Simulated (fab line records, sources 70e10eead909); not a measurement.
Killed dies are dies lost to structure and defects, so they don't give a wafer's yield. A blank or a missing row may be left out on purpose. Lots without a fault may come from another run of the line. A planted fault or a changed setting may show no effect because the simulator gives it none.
A struck lot beside a sound one | flow nand_harc | 14 steps out of a route of 1159
Sound: wafers L684.1, L684.2, L684.4. Struck: wafer L674.1. The cause comes at the end.
At each step with rows: each side's tool, then ch and its chambers, then its first start. Under that, the readings that differ: sound wafers | struck wafers | difference of the means | sigmas: that difference in standard deviations of wafers without a fault.
alike: readings whose means differ by less than 2 such deviations, and words and numbers that are the same on both sides. not compared: withheld readings, readings that some wafer has no value for, bounds like >300 that may hide the same value, and numbers for which the record gives no deviation and whose values overlap.
The two part at a step that has a row with sigmas, a row that says differs or no value, or rows on one side only. Numbers that don't overlap but have no deviation are shown without sigmas and don't part them. A reading that every wafer of one side lacks parts them only if that side has two wafers or more.

NHARC_A_M0_CD_MEAS_09: target cd 80 nm.
  sound on cd_sem-02 ch 0, day 22 05:14; struck on cd_sem-01 ch 0, day 19 09:28
  alike: cd_nm
NHARC_A_M0_OVL_MEAS_10: pitch 160 nm.
  sound on overlay-01, day 22 05:20; struck on overlay-02, day 19 09:33
  alike: overlay_x_nm, overlay_y_nm
NHARC_A_M0_INSPECT_11:
  sound on defect_inspect-02, day 22 05:22; struck on defect_inspect-01, day 19 09:35
  alike: raw_defect_count
NHARC_A_M0_DESCUM_14: chemistry O2, time 3 s.
  sound on rie_diel-08 ch 0,1,3, day 22 05:26; struck on rie_diel-08 ch 2, day 19 09:40
  reading                | sound | struck | difference | sigmas
  rf_hours_counter_h (h) | 2 2 2 | 9      | +7         |
  alike: chamber_pressure_mTorr, drypump_motor_current_A, oes_product_au, rf_vpp_V, showerhead_plenum_p_Torr, throttle_valve_pct
NHARC_A_M0_ETCH_34: etches the open film in N2/H2, target depth 40 nm, overetch 12 nm, time 43.94 s.
  sound on rie_diel-08 ch 0,2,3, day 22 05:31; struck on rie_diel-08 ch 3, day 19 09:45
  reading                | sound | struck | difference | sigmas
  rf_hours_counter_h (h) | 2 2 2 | 10     | +8         |
  alike: chamber_pressure_mTorr, drypump_motor_current_A, oes_product_au, rf_vpp_V, showerhead_plenum_p_Torr, throttle_valve_pct
then, 1 step without rows for these wafers: NHARC_A_M0_ETCH_15 (etches the open film in C4F8/Ar, target depth 150 nm, overetch 15 nm, time 82.5 s).
NHARC_A_M0_CD_MEAS_16:
  sound on cd_sem-01, day 22 05:44; struck on cd_sem-02, day 19 09:57
  alike: cd_nm
NHARC_A_M0_STRIP_18: strips in N2/H2.
  sound on rie_diel-10 ch 0,1,2, day 22 05:50; struck on rie_diel-10 ch 1, day 19 10:04
  reading                | sound    | struck | difference | sigmas
  rf_hours_counter_h (h) | 10 11 10 | 6      | -4         |
  alike: chamber_pressure_mTorr, drypump_motor_current_A, oes_product_au, rf_vpp_V, showerhead_plenum_p_Torr, throttle_valve_pct
then, 1 step without rows for these wafers: NHARC_A_M0_STRIP_19 (strips in post etch residue remover, time 600 s).
NHARC_A_M0_DEGAS_28: time 60 s.
  sound on pvd_sputter-02, day 22 06:20; struck on pvd_sputter-03, day 19 10:35
  reading            | sound       | struck | difference | sigmas
  heater_power_w (W) | 347 365 300 | 274    | -63        | -2
NHARC_A_M0_PRE_CLEAN_29: time 30 s.
  sound on pvd_sputter-02; struck on pvd_sputter-03
  alike: heater_power_w
then, 1 step without rows for these wafers: NHARC_A_M0_PVD_20 (deposits TaN, target thk 5 nm, time 8.06 s).
NHARC_A_M0_PVD_21: deposits Cu, target thk 30 nm, time 20.49 s.
  sound on pvd_sputter-02, day 22 06:34; struck on pvd_sputter-03, day 19 10:50
  not compared: cathode_dc_power_W, chamber_pressure_pa, throttle_valve_pct
then, 1 step without rows for these wafers: NHARC_A_M0_ECD_22 (material Cu, target thk 400 nm).

WHERE THEY PART
Only at NHARC_A_M0_DEGAS_28, within this record. Later steps at which nothing parts them and some readings are alike: NHARC_A_M0_PRE_CLEAN_29.

WHY: what the simulator had put in
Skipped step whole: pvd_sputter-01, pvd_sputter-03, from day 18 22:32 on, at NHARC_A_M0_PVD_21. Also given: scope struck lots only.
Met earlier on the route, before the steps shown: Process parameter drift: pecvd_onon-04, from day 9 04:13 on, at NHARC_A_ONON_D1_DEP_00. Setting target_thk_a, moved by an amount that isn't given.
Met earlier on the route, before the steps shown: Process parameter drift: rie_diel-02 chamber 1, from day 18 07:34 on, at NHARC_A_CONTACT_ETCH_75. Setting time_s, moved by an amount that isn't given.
